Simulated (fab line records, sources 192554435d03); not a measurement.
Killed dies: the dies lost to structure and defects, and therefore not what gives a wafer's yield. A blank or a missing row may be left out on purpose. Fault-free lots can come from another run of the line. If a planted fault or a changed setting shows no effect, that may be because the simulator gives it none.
Split-lot experiment :: flow n5_finfet :: 21 wafers read from 7 lots, route of 1938 steps

ABOUT THE SPLIT
At N5_BEOL_M4_EXPOSE_08 (exposes mask M4), the setting dose_mj was moved away from the recipe's 41.25 on 5 of the 21 wafers read, by +2.8% to +5.9%. For the rest of the wafers, this setting stayed at what the recipe calls for.

FROM THE SPLIT TO THE READING: what the file shows between them, 4 steps
- N5_BEOL_M4_PEB_09: peb time 60 s
- N5_BEOL_M4_DEVELOP_10: develop time 30 s
- N5_BEOL_M4_DESCUM_16: chemistry O2, time 7 s
- N5_BEOL_M4_ETCH_74: etches underlayer in N2/H2, target depth 6.5 nm, time 5.2 s

THE READING
BEOL_M4.cd_offset_nm (the simulator's own value, which no gauge read), in nm, at N5_BEOL_M4_ETCH_63 (etches SiARC in CF4, target depth 15.6 nm, time 26 s). There is no usual value for it anywhere in the file. The 16 wafers here that ran the recipe average 0.0 nm, standard deviation 0.16 nm.

wafer: L076.4
tool, chamber at the split: euv_scanner-02, 0
dose_mj as run: 41.25
against the recipe: recipe
BEOL_M4.cd_offset_nm, nm: 0
against lot-mates on the recipe: -

wafer: L076.5
tool, chamber at the split: euv_scanner-02, 0
dose_mj as run: 41.25
against the recipe: recipe
BEOL_M4.cd_offset_nm, nm: 0
against lot-mates on the recipe: -

wafer: L076.6
tool, chamber at the split: euv_scanner-02, 0
dose_mj as run: 41.25
against the recipe: recipe
BEOL_M4.cd_offset_nm, nm: -0.4
against lot-mates on the recipe: -

wafer: L077.1
tool, chamber at the split: euv_scanner-01, 0
dose_mj as run: 42.53
against the recipe: +3.1%
BEOL_M4.cd_offset_nm, nm: 0.4
against lot-mates on the recipe: +0.2

wafer: L077.2
tool, chamber at the split: euv_scanner-01, 0
dose_mj as run: 42.53
against the recipe: +3.1%
BEOL_M4.cd_offset_nm, nm: 0.4
against lot-mates on the recipe: +0.2

wafer: L077.6
tool, chamber at the split: euv_scanner-01, 0
dose_mj as run: 41.25
against the recipe: recipe
BEOL_M4.cd_offset_nm, nm: 0.2
against lot-mates on the recipe: -

wafer: L084.1
tool, chamber at the split: euv_scanner-02, 0
dose_mj as run: 41.25
against the recipe: recipe
BEOL_M4.cd_offset_nm, nm: 0
against lot-mates on the recipe: -

wafer: L084.3
tool, chamber at the split: euv_scanner-02, 0
dose_mj as run: 41.25
against the recipe: recipe
BEOL_M4.cd_offset_nm, nm: 0
against lot-mates on the recipe: -

wafer: L084.2
tool, chamber at the split: euv_scanner-02, 0
dose_mj as run: 41.25
against the recipe: recipe
BEOL_M4.cd_offset_nm, nm: 0.2
against lot-mates on the recipe: -

wafer: L085.3
tool, chamber at the split: euv_scanner-02, 0
dose_mj as run: 43.67
against the recipe: +5.9%
BEOL_M4.cd_offset_nm, nm: 1
against lot-mates on the recipe: +1.2

wafer: L085.6
tool, chamber at the split: euv_scanner-02, 0
dose_mj as run: 43.67
against the recipe: +5.9%
BEOL_M4.cd_offset_nm, nm: 1
against lot-mates on the recipe: +1.2

wafer: L085.5
tool, chamber at the split: euv_scanner-02, 0
dose_mj as run: 41.25
against the recipe: recipe
BEOL_M4.cd_offset_nm, nm: -0.2
against lot-mates on the recipe: -

wafer: L090.1
tool, chamber at the split: euv_scanner-01, 0
dose_mj as run: 42.41
against the recipe: +2.8%
BEOL_M4.cd_offset_nm, nm: 0.4
against lot-mates on the recipe: +0.3

wafer: L090.2
tool, chamber at the split: euv_scanner-01, 0
dose_mj as run: 41.25
against the recipe: recipe
BEOL_M4.cd_offset_nm, nm: 0
against lot-mates on the recipe: -

wafer: L090.4
tool, chamber at the split: euv_scanner-01, 0
dose_mj as run: 41.25
against the recipe: recipe
BEOL_M4.cd_offset_nm, nm: 0.2
against lot-mates on the recipe: -

wafer: L093.3
tool, chamber at the split: euv_scanner-01, 0
dose_mj as run: 41.25
against the recipe: recipe
BEOL_M4.cd_offset_nm, nm: 0.2
against lot-mates on the recipe: -

wafer: L093.5
tool, chamber at the split: euv_scanner-01, 0
dose_mj as run: 41.25
against the recipe: recipe
BEOL_M4.cd_offset_nm, nm: 0
against lot-mates on the recipe: -

wafer: L093.6
tool, chamber at the split: euv_scanner-01, 0
dose_mj as run: 41.25
against the recipe: recipe
BEOL_M4.cd_offset_nm, nm: 0
against lot-mates on the recipe: -

wafer: L097.1
tool, chamber at the split: euv_scanner-01, 0
dose_mj as run: 41.25
against the recipe: recipe
BEOL_M4.cd_offset_nm, nm: 0
against lot-mates on the recipe: -

wafer: L097.2
tool, chamber at the split: euv_scanner-01, 0
dose_mj as run: 41.25
against the recipe: recipe
BEOL_M4.cd_offset_nm, nm: 0
against lot-mates on the recipe: -

wafer: L097.5
tool, chamber at the split: euv_scanner-01, 0
dose_mj as run: 41.25
against the recipe: recipe
BEOL_M4.cd_offset_nm, nm: -0.2
against lot-mates on the recipe: -

THE FIT
A straight line over all 21 wafers: BEOL_M4.cd_offset_nm changes by +0.161 nm for each +1% of dose_mj; r = +0.91; the points scatter about the line by 0.15 nm.
The same after taking each lot's own level away (the mean of its wafers on the recipe; 21 wafers): +0.174 nm for each +1%; r = +0.90; scatter 0.17 nm.
The reading moves by 1 nm for the largest change in dose_mj, on that fit.
From -0.20 to 0.20 nm: that is the span of the lots' own levels, equal to 2.5 times the standard deviation above.
Hence the lot-to-lot level has little effect on the slope; both slopes agree.
Check: with one of the wafers moved furthest among these (+5.9%) left out of the fit, the line predicts +0.877 nm for it against its lot-mates. Against them it came out at +1.2 nm.

ADDITIONAL SPLITS CARRIED BY THESE WAFERS
Other splits were also applied to these wafers ahead of the reading. Each is held against what the fit with the lots' levels taken away leaves over:
other split on the same wafers: N5_BEOL_M1_ETCH_64 bias_w
wafers away from the commonest value: 12
r with BEOL_M4.cd_offset_nm (lot level and that fit taken away): -0.10

other split on the same wafers: N5_BEOL_M2_COAT_62 spin_rpm
wafers away from the commonest value: 8
r with BEOL_M4.cd_offset_nm (lot level and that fit taken away): +0.22

other split on the same wafers: N5_BEOL_M3_ETCH_64 bias_w
wafers away from the commonest value: 5
r with BEOL_M4.cd_offset_nm (lot level and that fit taken away): +0.11

other split on the same wafers: N5_BEOL_M3_COAT_68 spin_rpm
wafers away from the commonest value: 4
r with BEOL_M4.cd_offset_nm (lot level and that fit taken away): +0.10

other split on the same wafers: N5_BEOL_M4_COAT_61 spin_rpm
wafers away from the commonest value: 6
r with BEOL_M4.cd_offset_nm (lot level and that fit taken away): +0.01

THE WHOLE CHAIN: every reading that the file lists as answering this split, in the file's order
step: N5_BEOL_M4_ETCH_74
what it does: etches underlayer in N2/H2, target depth 6.5 nm, time 5.2 s
reading: BEOL_M4.cd_offset_nm (the simulator's own value, which no gauge read)
change (the file's fit): +0.203 nm for each +1% of the setting
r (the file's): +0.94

step: N5_BEOL_M4_ETCH_63
what it does: etches SiARC in CF4, target depth 15.6 nm, time 26 s
reading: BEOL_M4.cd_offset_nm (the simulator's own value, which no gauge read)
change (the file's fit): +0.164 nm for each +1% of the setting
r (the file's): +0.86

FILE'S OWN FIT
BEOL_M4.cd_offset_nm changes by +0.164 nm for each +1% of dose_mj, r = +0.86.
